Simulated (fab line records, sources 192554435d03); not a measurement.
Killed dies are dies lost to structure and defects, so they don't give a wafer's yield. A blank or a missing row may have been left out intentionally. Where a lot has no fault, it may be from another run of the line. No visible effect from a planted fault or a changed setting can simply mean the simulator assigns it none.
Chamber matching | flow n5-finfet | rie-diel-04 running N5_BEOL_M0_SAQP_ETCH_84: 4 sister chambers
The step etches SOC in N2/H2, target depth 100 nm, overetch 20 nm, time 150 s. 7 wafers are shown with their chamber, then 7 later ones without.

## WAFERS PAIRED WITH THEIR CHAMBERS
wafer  | chamber | drypump-motor-current-A (A) | showerhead-plenum-p-Torr (Torr)
L075.6 | 1       | 5.6                         | 2.58
L088.1 | 3       | 5.4                         | 2.61
L088.5 | 3       | 5.4                         | 2.61
L090.5 | 2       | 6.5                         | 2.44
L090.6 | 0       | 6.5                         | 2.63
L092.2 | 0       | 6.5                         | 2.62
L092.3 | 2       | 6.4                         | 2.44

## WAFERS WHOSE CHAMBER IS MISSING
wafer  | drypump-motor-current-A (A) | showerhead-plenum-p-Torr (Torr)
L092.4 | 6.5                         | 2.44
L094.2 | 6.5                         | 2.44
L094.3 | 6.5                         | 2.62
L094.5 | 6.5                         | 2.44
L097.1 | 5.6                         | 2.56
L097.3 | 5.4                         | 2.60
L097.4 | 5.6                         | 2.56

## WHICH CHAMBER EACH WENT THROUGH
wafer  | from the rows above | in truth
L092.4 | 2                   | 2
L094.2 | 2                   | 2
L094.3 | 0                   | 0
L094.5 | 2                   | 2
L097.1 | 1                   | 1
L097.3 | 3                   | 3
L097.4 | 1                   | 1
7 of 7 placed correctly. Not placeable from these rows: 0. Number placed wrongly: 0.
How it was worked out, from the rows above alone: a wafer's distance from a chamber is the root of the sum, over the readings, of the square of ((its reading less the chamber's mean) divided by the reading's scatter). If the next closest chamber is less than 2 further off than the closest, the wafer can't be placed; otherwise it belongs to the closest. Each chamber's mean is taken over the wafers shown for it. The scatter is the square root of a quotient: the sum, over the shown wafers, of each reading's squared deviation from its chamber's mean, divided by wafers minus chambers.
